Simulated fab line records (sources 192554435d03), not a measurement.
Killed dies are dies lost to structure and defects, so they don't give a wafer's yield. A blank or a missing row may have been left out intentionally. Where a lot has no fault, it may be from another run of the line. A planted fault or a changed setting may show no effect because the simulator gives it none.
fab line records || flow n5_finfet || part 2 of 2: steps 18 to 26 of 26
[record] {"lots": 5, "wafers": 15, "last_day": 15}
route steps=1938 shown BEOL_M4@1061
lots that met no fault: from a run of the same line without faults
start_h: the number of hours between the record's first day and the start of the first shown wafer of the lot || wait_h: hours since the lot's step before || " repeats the value in the row above || L1.1+2: a row that stands for several wafers || - value missing, or start not given || * or withheld: withheld || < > ~ a bound
route shown NAME@n: NAME is a module with steps in the file, n the number in the route of the first one || usual: average and standard deviation across the fault-free wafers || same: alike in all rows || chamber/n: place in a boat || sites: the reading at each site || _std_site: their standard deviation || _edge_site: mean of outer sites minus mean of inner sites || radius_mm: how far each site lies from the wafer's centre || mask NAME#n: copy n || behind: the last tool/chamber to shape the wafer || hold: why the lot was held/for how many hours/how that ended || device: whichever transistor did not switch (one of n, p or np) || end of line: at the end of the route, the tests of the same wafers || a step with no rows: only its recipe || killed: the dies lost at the first sort to structure and to defects; this is not the yield of the wafer || map: dies across one wafer; x = killed, . = not, _ = none there
set.NAME: the setting that was run; set.NAME@STEP: the one run at that earlier step || model.NAME: the simulator's own value behind a step, which no gauge read
lots at selected steps of the route; one table per step, one row per wafer
services: a tool's chamber out of use, with start hour (start_h, from the record's first day; less than 0 if before it), hours out, and reason
[[steps]]
[step N5_BEOL_M4_CD_MEAS_35]
[recipe] {"target_cd_nm": 18, "target_cd_y_nm": 22.4, "polarity": "opening"}
[usual] {"cd_nm": "17.8/0.45"}
{"lot.wafer": "L076.3", "tool": "cd_sem-02", "chamber": "-", "start_h": 178.10, "wait_h": 0.0, "cd_nm": 17.5}
{"lot.wafer": "L076.5", "tool": "cd_sem-02", "chamber": "-", "start_h": 178.10, "wait_h": 0.0, "cd_nm": 18.7}
{"lot.wafer": "L076.6", "tool": "cd_sem-02", "chamber": "-", "start_h": 178.10, "wait_h": 0.0, "cd_nm": 18.9}
{"lot.wafer": "L078.2", "tool": "cd_sem-01", "chamber": "-", "start_h": 185.06, "wait_h": 0.0, "cd_nm": 17.9}
{"lot.wafer": "L078.4", "tool": "cd_sem-01", "chamber": "-", "start_h": 185.06, "wait_h": 0.0, "cd_nm": 17.9}
{"lot.wafer": "L078.6", "tool": "cd_sem-01", "chamber": "-", "start_h": 185.06, "wait_h": 0.0, "cd_nm": 17.9}
{"lot.wafer": "L080.3", "tool": "cd_sem-03", "chamber": "-", "start_h": 201.33, "wait_h": 0.0, "cd_nm": 17.2}
{"lot.wafer": "L080.4", "tool": "cd_sem-03", "chamber": "-", "start_h": 201.33, "wait_h": 0.0, "cd_nm": 17.3}
{"lot.wafer": "L080.5", "tool": "cd_sem-03", "chamber": "-", "start_h": 201.33, "wait_h": 0.0, "cd_nm": 16.9}
{"lot.wafer": "L086.3", "tool": "cd_sem-02", "chamber": "-", "start_h": 234.60, "wait_h": 0.0, "cd_nm": 18.5}
{"lot.wafer": "L086.4", "tool": "cd_sem-02", "chamber": "-", "start_h": 234.60, "wait_h": 0.0, "cd_nm": 18.4}
{"lot.wafer": "L086.5", "tool": "cd_sem-02", "chamber": "-", "start_h": 234.60, "wait_h": 0.0, "cd_nm": 17.8}
{"lot.wafer": "L089.3", "tool": "cd_sem-03", "chamber": "-", "start_h": 257.25, "wait_h": 0.0, "cd_nm": 17.4}
{"lot.wafer": "L089.4", "tool": "cd_sem-03", "chamber": "-", "start_h": 257.25, "wait_h": 0.0, "cd_nm": 17.2}
{"lot.wafer": "L089.5", "tool": "cd_sem-03", "chamber": "-", "start_h": 257.25, "wait_h": 0.0, "cd_nm": 17.7}
[step N5_BEOL_M4_DEGAS_44]
[recipe] {"ambient": "vacuum", "temp_c": 250, "time_s": 60}
[usual] {"heater_power_w": "332/34", "susceptor_temp_C": "250.02/0.16"}
{"lot.wafer": "L076.3", "tool": "pvd_sputter-01", "chamber": "-", "start_h": 178.74, "wait_h": 0.6, "heater_power_w": 402, "susceptor_temp_C": 249.81}
{"lot.wafer": "L076.5", "tool": "pvd_sputter-01", "chamber": "-", "start_h": 178.74, "wait_h": 0.6, "heater_power_w": 327, "susceptor_temp_C": 249.79}
{"lot.wafer": "L076.6", "tool": "pvd_sputter-01", "chamber": "-", "start_h": 178.74, "wait_h": 0.6, "heater_power_w": 328, "susceptor_temp_C": 250.04}
{"lot.wafer": "L078.2", "tool": "pvd_sputter-01", "chamber": "-", "start_h": 185.28, "wait_h": 0.2, "heater_power_w": 327, "susceptor_temp_C": 249.71}
{"lot.wafer": "L078.4", "tool": "pvd_sputter-01", "chamber": "-", "start_h": 185.28, "wait_h": 0.2, "heater_power_w": 407, "susceptor_temp_C": 250.02}
{"lot.wafer": "L078.6", "tool": "pvd_sputter-01", "chamber": "-", "start_h": 185.28, "wait_h": 0.2, "heater_power_w": 325, "susceptor_temp_C": 249.94}
{"lot.wafer": "L080.3", "tool": "pvd_sputter-01", "chamber": "-", "start_h": 201.83, "wait_h": 0.5, "heater_power_w": 319, "susceptor_temp_C": 250.15}
{"lot.wafer": "L080.4", "tool": "pvd_sputter-01", "chamber": "-", "start_h": 201.83, "wait_h": 0.5, "heater_power_w": 402, "susceptor_temp_C": 250.07}
{"lot.wafer": "L080.5", "tool": "pvd_sputter-01", "chamber": "-", "start_h": 201.83, "wait_h": 0.5, "heater_power_w": 327, "susceptor_temp_C": 249.94}
{"lot.wafer": "L086.3", "tool": "pvd_sputter-03", "chamber": "-", "start_h": 234.96, "wait_h": 0.4, "heater_power_w": 308, "susceptor_temp_C": 249.95}
{"lot.wafer": "L086.4", "tool": "pvd_sputter-03", "chamber": "-", "start_h": 234.96, "wait_h": 0.4, "heater_power_w": 290, "susceptor_temp_C": 249.92}
{"lot.wafer": "L086.5", "tool": "pvd_sputter-03", "chamber": "-", "start_h": 234.96, "wait_h": 0.4, "heater_power_w": 298, "susceptor_temp_C": 250.17}
{"lot.wafer": "L089.3", "tool": "pvd_sputter-02", "chamber": "-", "start_h": 257.59, "wait_h": 0.3, "heater_power_w": 369, "susceptor_temp_C": 250.00}
{"lot.wafer": "L089.4", "tool": "pvd_sputter-02", "chamber": "-", "start_h": 257.59, "wait_h": 0.3, "heater_power_w": 353, "susceptor_temp_C": 249.91}
{"lot.wafer": "L089.5", "tool": "pvd_sputter-02", "chamber": "-", "start_h": 257.59, "wait_h": 0.3, "heater_power_w": 380, "susceptor_temp_C": 250.10}
[step N5_BEOL_M4_PRE_CLEAN_45]
[recipe] {"gas": "H2/He", "time_s": 30, "temp_c": 250}
[usual] {"heater_power_w": "332/34", "susceptor_temp_C": "249.99/0.17"}
{"lot.wafer": "L076.3", "tool": "pvd_sputter-01", "chamber": "-", "start_h": 178.78, "wait_h": 0.0, "heater_power_w": 394, "susceptor_temp_C": 250.01}
{"lot.wafer": "L076.5", "tool": "pvd_sputter-01", "chamber": "-", "start_h": 178.78, "wait_h": 0.0, "heater_power_w": 328, "susceptor_temp_C": 249.95}
{"lot.wafer": "L076.6", "tool": "pvd_sputter-01", "chamber": "-", "start_h": 178.78, "wait_h": 0.0, "heater_power_w": 334, "susceptor_temp_C": 249.89}
{"lot.wafer": "L078.2", "tool": "pvd_sputter-01", "chamber": "-", "start_h": 185.32, "wait_h": 0.0, "heater_power_w": 331, "susceptor_temp_C": 250.05}
{"lot.wafer": "L078.4", "tool": "pvd_sputter-01", "chamber": "-", "start_h": 185.32, "wait_h": 0.0, "heater_power_w": 399, "susceptor_temp_C": 250.05}
{"lot.wafer": "L078.6", "tool": "pvd_sputter-01", "chamber": "-", "start_h": 185.32, "wait_h": 0.0, "heater_power_w": 324, "susceptor_temp_C": 250.22}
{"lot.wafer": "L080.3", "tool": "pvd_sputter-01", "chamber": "-", "start_h": 201.87, "wait_h": 0.0, "heater_power_w": 331, "susceptor_temp_C": 250.01}
{"lot.wafer": "L080.4", "tool": "pvd_sputter-01", "chamber": "-", "start_h": 201.87, "wait_h": 0.0, "heater_power_w": 402, "susceptor_temp_C": 250.01}
{"lot.wafer": "L080.5", "tool": "pvd_sputter-01", "chamber": "-", "start_h": 201.87, "wait_h": 0.0, "heater_power_w": 324, "susceptor_temp_C": 250.02}
{"lot.wafer": "L086.3", "tool": "pvd_sputter-03", "chamber": "-", "start_h": 235.00, "wait_h": 0.0, "heater_power_w": 308, "susceptor_temp_C": 249.86}
{"lot.wafer": "L086.4", "tool": "pvd_sputter-03", "chamber": "-", "start_h": 235.00, "wait_h": 0.0, "heater_power_w": 299, "susceptor_temp_C": 250.04}
{"lot.wafer": "L086.5", "tool": "pvd_sputter-03", "chamber": "-", "start_h": 235.00, "wait_h": 0.0, "heater_power_w": 308, "susceptor_temp_C": 250.06}
{"lot.wafer": "L089.3", "tool": "pvd_sputter-02", "chamber": "-", "start_h": 257.63, "wait_h": 0.0, "heater_power_w": 383, "susceptor_temp_C": 250.27}
{"lot.wafer": "L089.4", "tool": "pvd_sputter-02", "chamber": "-", "start_h": 257.63, "wait_h": 0.0, "heater_power_w": 350, "susceptor_temp_C": 250.01}
{"lot.wafer": "L089.5", "tool": "pvd_sputter-02", "chamber": "-", "start_h": 257.63, "wait_h": 0.0, "heater_power_w": 372, "susceptor_temp_C": 250.05}
[step N5_BEOL_M4_ALD_84]
[recipe] {"material": "TaN", "target_thk_a": "*", "temp_c": 275, "ald_precursor_family": "PDMAT", "ald_co_reactant": "NH3", "pressure_torr": 3, "carrier_flow_sccm": 1500, "pulse_time_s": 2, "purge_time_s": 3, "co_reactant_purge_time_s": 2, "co_reactant_pulse_time_s": 3, "ald_cycles": 30, "precursor_vessel_temp_c": 75, "precursor_vessel_pressure_torr": 26.25, "precursor_vessel_carrier_sccm": 1000}
[usual] {"heater_power_outer_w": "244/26", "heater_power_w": "439/44", "precursor_vessel_pressure_torr": "26.24/0.054", "susceptor_temp_C": "274.99/0.18"}
{"lot.wafer": "L076.3", "tool": "ald_metal-04", "chamber": 2, "start_h": 178.96, "wait_h": 0.2, "heater_power_outer_w": 201, "heater_power_w": 361, "precursor_vessel_pressure_torr": 26.23, "susceptor_temp_C": 275.13}
{"lot.wafer": "L076.5", "tool": "ald_metal-04", "chamber": 1, "start_h": 178.96, "wait_h": 0.2, "heater_power_outer_w": 223, "heater_power_w": 415, "precursor_vessel_pressure_torr": 26.26, "susceptor_temp_C": 274.78}
{"lot.wafer": "L076.6", "tool": "ald_metal-04", "chamber": 0, "start_h": 178.96, "wait_h": 0.2, "heater_power_outer_w": 255, "heater_power_w": 434, "precursor_vessel_pressure_torr": 26.19, "susceptor_temp_C": 275.30}
{"lot.wafer": "L078.2", "tool": "ald_metal-03", "chamber": 2, "start_h": 185.38, "wait_h": 0.0, "heater_power_outer_w": 225, "heater_power_w": 389, "precursor_vessel_pressure_torr": 26.32, "susceptor_temp_C": 275.34}
{"lot.wafer": "L078.4", "tool": "ald_metal-03", "chamber": 1, "start_h": 185.38, "wait_h": 0.0, "heater_power_outer_w": 266, "heater_power_w": 460, "precursor_vessel_pressure_torr": 26.27, "susceptor_temp_C": 275.18}
{"lot.wafer": "L078.6", "tool": "ald_metal-03", "chamber": 2, "start_h": 185.38, "wait_h": 0.0, "heater_power_outer_w": 226, "heater_power_w": 385, "precursor_vessel_pressure_torr": 26.31, "susceptor_temp_C": 275.12}
{"lot.wafer": "L080.3", "tool": "ald_metal-03", "chamber": 2, "start_h": 201.98, "wait_h": 0.1, "heater_power_outer_w": 222, "heater_power_w": 383, "precursor_vessel_pressure_torr": 26.23, "susceptor_temp_C": 274.78}
{"lot.wafer": "L080.4", "tool": "ald_metal-03", "chamber": 1, "start_h": 201.98, "wait_h": 0.1, "heater_power_outer_w": 265, "heater_power_w": 468, "precursor_vessel_pressure_torr": 26.31, "susceptor_temp_C": 275.03}
{"lot.wafer": "L080.5", "tool": "ald_metal-03", "chamber": 3, "start_h": 201.98, "wait_h": 0.1, "heater_power_outer_w": 278, "heater_power_w": 493, "precursor_vessel_pressure_torr": 26.33, "susceptor_temp_C": 275.31}
{"lot.wafer": "L086.3", "tool": "ald_metal-02", "chamber": 1, "start_h": 235.13, "wait_h": 0.1, "heater_power_outer_w": 218, "heater_power_w": 393, "precursor_vessel_pressure_torr": 26.22, "susceptor_temp_C": 275.00}
{"lot.wafer": "L086.4", "tool": "ald_metal-02", "chamber": 3, "start_h": 235.13, "wait_h": 0.1, "heater_power_outer_w": 245, "heater_power_w": 481, "precursor_vessel_pressure_torr": 26.26, "susceptor_temp_C": 275.03}
{"lot.wafer": "L086.5", "tool": "ald_metal-02", "chamber": 0, "start_h": 235.13, "wait_h": 0.1, "heater_power_outer_w": 264, "heater_power_w": 471, "precursor_vessel_pressure_torr": 26.30, "susceptor_temp_C": 274.89}
{"lot.wafer": "L089.3", "tool": "ald_metal-02", "chamber": 2, "start_h": 257.69, "wait_h": 0.0, "heater_power_outer_w": 263, "heater_power_w": 452, "precursor_vessel_pressure_torr": 26.17, "susceptor_temp_C": 274.74}
{"lot.wafer": "L089.4", "tool": "ald_metal-02", "chamber": 1, "start_h": 257.69, "wait_h": 0.0, "heater_power_outer_w": 218, "heater_power_w": 398, "precursor_vessel_pressure_torr": 26.27, "susceptor_temp_C": 275.16}
{"lot.wafer": "L089.5", "tool": "ald_metal-02", "chamber": 3, "start_h": 257.69, "wait_h": 0.0, "heater_power_outer_w": 245, "heater_power_w": 486, "precursor_vessel_pressure_torr": 26.20, "susceptor_temp_C": 274.99}
[step N5_BEOL_M4_SURFACE_TREAT_85]
[recipe] {"gas": "Ar", "time_s": "*", "ion_energy_ev": "*", "ion_current_ma_cm2": 0.5, "pressure_mtorr": "*", "ar_flow_sccm": 30}
[usual] {"throttle_valve_pct": "*"}
{"lot.wafer": "L076.3", "tool": "pvd_sputter-01", "chamber": "-", "start_h": 179.20, "wait_h": 0.1, "throttle_valve_pct": "*"}
{"lot.wafer": "L076.5", "tool": "pvd_sputter-01", "chamber": "-", "start_h": 179.20, "wait_h": 0.1, "throttle_valve_pct": "*"}
{"lot.wafer": "L076.6", "tool": "pvd_sputter-01", "chamber": "-", "start_h": 179.20, "wait_h": 0.1, "throttle_valve_pct": "*"}
{"lot.wafer": "L078.2", "tool": "pvd_sputter-02", "chamber": "-", "start_h": 185.61, "wait_h": 0.1, "throttle_valve_pct": "*"}
{"lot.wafer": "L078.4", "tool": "pvd_sputter-02", "chamber": "-", "start_h": 185.61, "wait_h": 0.1, "throttle_valve_pct": "*"}
{"lot.wafer": "L078.6", "tool": "pvd_sputter-02", "chamber": "-", "start_h": 185.61, "wait_h": 0.1, "throttle_valve_pct": "*"}
{"lot.wafer": "L080.3", "tool": "pvd_sputter-03", "chamber": "-", "start_h": 202.35, "wait_h": 0.3, "throttle_valve_pct": "*"}
{"lot.wafer": "L080.4", "tool": "pvd_sputter-03", "chamber": "-", "start_h": 202.35, "wait_h": 0.3, "throttle_valve_pct": "*"}
{"lot.wafer": "L080.5", "tool": "pvd_sputter-03", "chamber": "-", "start_h": 202.35, "wait_h": 0.3, "throttle_valve_pct": "*"}
{"lot.wafer": "L086.3", "tool": "pvd_sputter-02", "chamber": "-", "start_h": 235.37, "wait_h": 0.1, "throttle_valve_pct": "*"}
{"lot.wafer": "L086.4", "tool": "pvd_sputter-02", "chamber": "-", "start_h": 235.37, "wait_h": 0.1, "throttle_valve_pct": "*"}
{"lot.wafer": "L086.5", "tool": "pvd_sputter-02", "chamber": "-", "start_h": 235.37, "wait_h": 0.1, "throttle_valve_pct": "*"}
{"lot.wafer": "L089.3", "tool": "pvd_sputter-02", "chamber": "-", "start_h": 257.92, "wait_h": 0.1, "throttle_valve_pct": "*"}
{"lot.wafer": "L089.4", "tool": "pvd_sputter-02", "chamber": "-", "start_h": 257.92, "wait_h": 0.1, "throttle_valve_pct": "*"}
{"lot.wafer": "L089.5", "tool": "pvd_sputter-02", "chamber": "-", "start_h": 257.92, "wait_h": 0.1, "throttle_valve_pct": "*"}
[step N5_BEOL_M4_CVD_47]
[recipe] {"material": "Co", "target_thk_a": 30, "temp_c": "withheld", "precursor": "CCTBA/H2", "pressure_torr": 30, "time_s": 223.8}
{"lot.wafer": "L076.3+5+6", "tool": "cvd_co-02", "chamber": "0,0,1", "start_h": 179.40, "wait_h": 0.2}
{"lot.wafer": "L078.2+4+6", "tool": "cvd_co-02", "chamber": "1,1,2", "start_h": 185.72, "wait_h": 0.1}
{"lot.wafer": "L080.3+4+5", "tool": "cvd_co-02", "chamber": "0,1,2", "start_h": 202.47, "wait_h": 0.1}
{"lot.wafer": "L086.3+4+5", "tool": "cvd_co-01", "chamber": "2,0,1", "start_h": 235.49, "wait_h": 0.1}
{"lot.wafer": "L089.3+4+5", "tool": "cvd_co-01", "chamber": "0,1,0", "start_h": 258.00, "wait_h": 0.1}
[step N5_BEOL_M4_SPUTTER_48]
[recipe] {"material": "Cu", "target_thk_a": 45, "temp_c": -20, "chamber_pressure_pa": 0.07, "power_w": "withheld", "time_s": 8.29}
[usual] {"susceptor_temp_C": "-20.01/0.095", "throttle_valve_pct": "30.0/0.95"}
{"lot.wafer": "L076.3", "tool": "pvd_sputter-01", "chamber": "-", "start_h": 179.68, "wait_h": 0.2, "susceptor_temp_C": -20.14, "throttle_valve_pct": 32.9}
{"lot.wafer": "L076.5", "tool": "pvd_sputter-01", "chamber": "-", "start_h": 179.68, "wait_h": 0.2, "susceptor_temp_C": -20.11, "throttle_valve_pct": 33.0}
{"lot.wafer": "L076.6", "tool": "pvd_sputter-01", "chamber": "-", "start_h": 179.68, "wait_h": 0.2, "susceptor_temp_C": -19.89, "throttle_valve_pct": 31.0}
{"lot.wafer": "L078.2", "tool": "pvd_sputter-02", "chamber": "-", "start_h": 185.88, "wait_h": 0.1, "susceptor_temp_C": -19.99, "throttle_valve_pct": 29.5}
{"lot.wafer": "L078.4", "tool": "pvd_sputter-02", "chamber": "-", "start_h": 185.88, "wait_h": 0.1, "susceptor_temp_C": -19.79, "throttle_valve_pct": 29.8}
{"lot.wafer": "L078.6", "tool": "pvd_sputter-02", "chamber": "-", "start_h": 185.88, "wait_h": 0.1, "susceptor_temp_C": -19.86, "throttle_valve_pct": 29.2}
{"lot.wafer": "L080.3", "tool": "pvd_sputter-03", "chamber": "-", "start_h": 202.71, "wait_h": 0.2, "susceptor_temp_C": -20.07, "throttle_valve_pct": 29.3}
{"lot.wafer": "L080.4", "tool": "pvd_sputter-03", "chamber": "-", "start_h": 202.71, "wait_h": 0.2, "susceptor_temp_C": -19.79, "throttle_valve_pct": 29.1}
{"lot.wafer": "L080.5", "tool": "pvd_sputter-03", "chamber": "-", "start_h": 202.71, "wait_h": 0.2, "susceptor_temp_C": -20.14, "throttle_valve_pct": 29.6}
{"lot.wafer": "L086.3", "tool": "pvd_sputter-02", "chamber": "-", "start_h": 235.69, "wait_h": 0.1, "susceptor_temp_C": -20.00, "throttle_valve_pct": 30.1}
{"lot.wafer": "L086.4", "tool": "pvd_sputter-02", "chamber": "-", "start_h": 235.69, "wait_h": 0.1, "susceptor_temp_C": -20.04, "throttle_valve_pct": 29.1}
{"lot.wafer": "L086.5", "tool": "pvd_sputter-02", "chamber": "-", "start_h": 235.69, "wait_h": 0.1, "susceptor_temp_C": -20.09, "throttle_valve_pct": 29.9}
{"lot.wafer": "L089.3", "tool": "pvd_sputter-02", "chamber": "-", "start_h": 258.17, "wait_h": 0.1, "susceptor_temp_C": -19.99, "throttle_valve_pct": 30.2}
{"lot.wafer": "L089.4", "tool": "pvd_sputter-02", "chamber": "-", "start_h": 258.17, "wait_h": 0.1, "susceptor_temp_C": -20.24, "throttle_valve_pct": 29.3}
{"lot.wafer": "L089.5", "tool": "pvd_sputter-02", "chamber": "-", "start_h": 258.17, "wait_h": 0.1, "susceptor_temp_C": -20.09, "throttle_valve_pct": 29.1}
[step N5_BEOL_M4_ANNEAL_49]
[recipe] {"temp_c": 400, "time_s": 240, "ambient": "vacuum"}
[usual] {"heater_power_w": "821/83", "susceptor_temp_C": "400.02/0.21"}
{"lot.wafer": "L076.3", "tool": "pvd_sputter-01", "chamber": "-", "start_h": 179.76, "wait_h": 0.0, "heater_power_w": 799, "susceptor_temp_C": 399.82}
{"lot.wafer": "L076.5", "tool": "pvd_sputter-01", "chamber": "-", "start_h": 179.76, "wait_h": 0.0, "heater_power_w": 825, "susceptor_temp_C": 399.96}
{"lot.wafer": "L076.6", "tool": "pvd_sputter-01", "chamber": "-", "start_h": 179.76, "wait_h": 0.0, "heater_power_w": 791, "susceptor_temp_C": 399.96}
{"lot.wafer": "L078.2", "tool": "pvd_sputter-02", "chamber": "-", "start_h": 185.96, "wait_h": 0.0, "heater_power_w": 800, "susceptor_temp_C": 400.06}
{"lot.wafer": "L078.4", "tool": "pvd_sputter-02", "chamber": "-", "start_h": 185.96, "wait_h": 0.0, "heater_power_w": 889, "susceptor_temp_C": 400.01}
{"lot.wafer": "L078.6", "tool": "pvd_sputter-02", "chamber": "-", "start_h": 185.96, "wait_h": 0.0, "heater_power_w": 713, "susceptor_temp_C": 399.96}
{"lot.wafer": "L080.3", "tool": "pvd_sputter-03", "chamber": "-", "start_h": 202.79, "wait_h": 0.0, "heater_power_w": 752, "susceptor_temp_C": 400.16}
{"lot.wafer": "L080.4", "tool": "pvd_sputter-03", "chamber": "-", "start_h": 202.79, "wait_h": 0.0, "heater_power_w": 887, "susceptor_temp_C": 400.18}
{"lot.wafer": "L080.5", "tool": "pvd_sputter-03", "chamber": "-", "start_h": 202.79, "wait_h": 0.0, "heater_power_w": 774, "susceptor_temp_C": 399.93}
{"lot.wafer": "L086.3", "tool": "pvd_sputter-02", "chamber": "-", "start_h": 235.77, "wait_h": 0.0, "heater_power_w": 865, "susceptor_temp_C": 399.67}
{"lot.wafer": "L086.4", "tool": "pvd_sputter-02", "chamber": "-", "start_h": 235.77, "wait_h": 0.0, "heater_power_w": 781, "susceptor_temp_C": 400.49}
{"lot.wafer": "L086.5", "tool": "pvd_sputter-02", "chamber": "-", "start_h": 235.77, "wait_h": 0.0, "heater_power_w": 947, "susceptor_temp_C": 400.00}
{"lot.wafer": "L089.3", "tool": "pvd_sputter-02", "chamber": "-", "start_h": 258.25, "wait_h": 0.0, "heater_power_w": 885, "susceptor_temp_C": 399.92}
{"lot.wafer": "L089.4", "tool": "pvd_sputter-02", "chamber": "-", "start_h": 258.25, "wait_h": 0.0, "heater_power_w": 797, "susceptor_temp_C": 400.19}
{"lot.wafer": "L089.5", "tool": "pvd_sputter-02", "chamber": "-", "start_h": 258.25, "wait_h": 0.0, "heater_power_w": 770, "susceptor_temp_C": 400.07}
[step N5_BEOL_M4_SPUTTER_79]
[recipe] {"material": "Cu", "target_thk_a": 45, "temp_c": -20, "chamber_pressure_pa": 0.07, "power_w": "withheld", "time_s": 8.29}
[usual] {"susceptor_temp_C": "-20.00/0.095", "throttle_valve_pct": "30.0/0.94"}
{"lot.wafer": "L076.3", "tool": "pvd_sputter-01", "chamber": "-", "start_h": 179.90, "wait_h": 0.1, "susceptor_temp_C": -19.86, "throttle_valve_pct": 33.2}
{"lot.wafer": "L076.5", "tool": "pvd_sputter-01", "chamber": "-", "start_h": 179.90, "wait_h": 0.1, "susceptor_temp_C": -20.05, "throttle_valve_pct": 33.1}
{"lot.wafer": "L076.6", "tool": "pvd_sputter-01", "chamber": "-", "start_h": 179.90, "wait_h": 0.1, "susceptor_temp_C": -20.00, "throttle_valve_pct": 31.1}
{"lot.wafer": "L078.2", "tool": "pvd_sputter-02", "chamber": "-", "start_h": 186.10, "wait_h": 0.1, "susceptor_temp_C": -19.84, "throttle_valve_pct": 29.1}
{"lot.wafer": "L078.4", "tool": "pvd_sputter-02", "chamber": "-", "start_h": 186.10, "wait_h": 0.1, "susceptor_temp_C": -20.10, "throttle_valve_pct": 30.0}
{"lot.wafer": "L078.6", "tool": "pvd_sputter-02", "chamber": "-", "start_h": 186.10, "wait_h": 0.1, "susceptor_temp_C": -19.96, "throttle_valve_pct": 28.9}
{"lot.wafer": "L080.3", "tool": "pvd_sputter-03", "chamber": "-", "start_h": 202.93, "wait_h": 0.1, "susceptor_temp_C": -20.03, "throttle_valve_pct": 29.6}
{"lot.wafer": "L080.4", "tool": "pvd_sputter-03", "chamber": "-", "start_h": 202.93, "wait_h": 0.1, "susceptor_temp_C": -20.01, "throttle_valve_pct": 29.2}
{"lot.wafer": "L080.5", "tool": "pvd_sputter-03", "chamber": "-", "start_h": 202.93, "wait_h": 0.1, "susceptor_temp_C": -19.88, "throttle_valve_pct": 29.8}
{"lot.wafer": "L086.3", "tool": "pvd_sputter-02", "chamber": "-", "start_h": 235.91, "wait_h": 0.1, "susceptor_temp_C": -20.09, "throttle_valve_pct": 30.1}
{"lot.wafer": "L086.4", "tool": "pvd_sputter-02", "chamber": "-", "start_h": 235.91, "wait_h": 0.1, "susceptor_temp_C": -20.23, "throttle_valve_pct": 29.2}
{"lot.wafer": "L086.5", "tool": "pvd_sputter-02", "chamber": "-", "start_h": 235.91, "wait_h": 0.1, "susceptor_temp_C": -20.02, "throttle_valve_pct": 30.2}
{"lot.wafer": "L089.3", "tool": "pvd_sputter-02", "chamber": "-", "start_h": 258.39, "wait_h": 0.1, "susceptor_temp_C": -20.08, "throttle_valve_pct": 30.3}
{"lot.wafer": "L089.4", "tool": "pvd_sputter-02", "chamber": "-", "start_h": 258.39, "wait_h": 0.1, "susceptor_temp_C": -20.26, "throttle_valve_pct": 29.0}
{"lot.wafer": "L089.5", "tool": "pvd_sputter-02", "chamber": "-", "start_h": 258.39, "wait_h": 0.1, "susceptor_temp_C": -20.12, "throttle_valve_pct": 29.0}
[[services]]
{"tool": "ald_metal-04", "chamber": 1, "start_h": 150.24, "hours": 13.8, "kind": "repair"}
{"tool": "cvd_co-01", "chamber": "-", "start_h": 168.74, "hours": 6.0, "kind": "pm"}
{"tool": "ald_metal-04", "chamber": 3, "start_h": 173.96, "hours": 39.0, "kind": "repair"}
{"tool": "ald_metal-02", "chamber": "-", "start_h": 175.93, "hours": 6.0, "kind": "pm"}
{"tool": "rie_diel-06", "chamber": "-", "start_h": 178.23, "hours": 14.6, "kind": "pm"}
{"tool": "ald_metal-02", "chamber": 1, "start_h": 192.06, "hours": 3.8, "kind": "repair"}
{"tool": "rie_diel-06", "chamber": 2, "start_h": 210.88, "hours": 4.2, "kind": "repair"}
{"tool": "rie_diel-03", "chamber": 0, "start_h": 221.15, "hours": "-", "kind": "clean"}
{"tool": "rie_diel-03", "chamber": 0, "start_h": 221.15, "hours": "-", "kind": "consumable_replace:focus_ring"}
{"tool": "rie_diel-03", "chamber": 0, "start_h": 221.15, "hours": "-", "kind": "consumable_replace:showerhead"}
{"tool": "rie_diel-03", "chamber": 0, "start_h": 221.15, "hours": 18.5, "kind": "scheduled_down"}
{"tool": "rie_diel-03", "chamber": 0, "start_h": 221.15, "hours": 18.5, "kind": "vent_cycle"}
{"tool": "cvd_co-01", "chamber": "-", "start_h": 222.89, "hours": 3.0, "kind": "repair"}
{"tool": "rie_diel-03", "chamber": 1, "start_h": 239.65, "hours": "-", "kind": "clean"}
{"tool": "rie_diel-03", "chamber": 1, "start_h": 239.65, "hours": "-", "kind": "consumable_replace:focus_ring"}
{"tool": "rie_diel-03", "chamber": 1, "start_h": 239.65, "hours": 15.2, "kind": "scheduled_down"}
{"tool": "rie_diel-03", "chamber": 1, "start_h": 239.65, "hours": 15.2, "kind": "vent_cycle"}
{"tool": "ald_metal-04", "chamber": "-", "start_h": 245.53, "hours": 8.7, "kind": "pm"}
{"tool": "rie_diel-06", "chamber": "-", "start_h": 246.45, "hours": 15.6, "kind": "pm"}
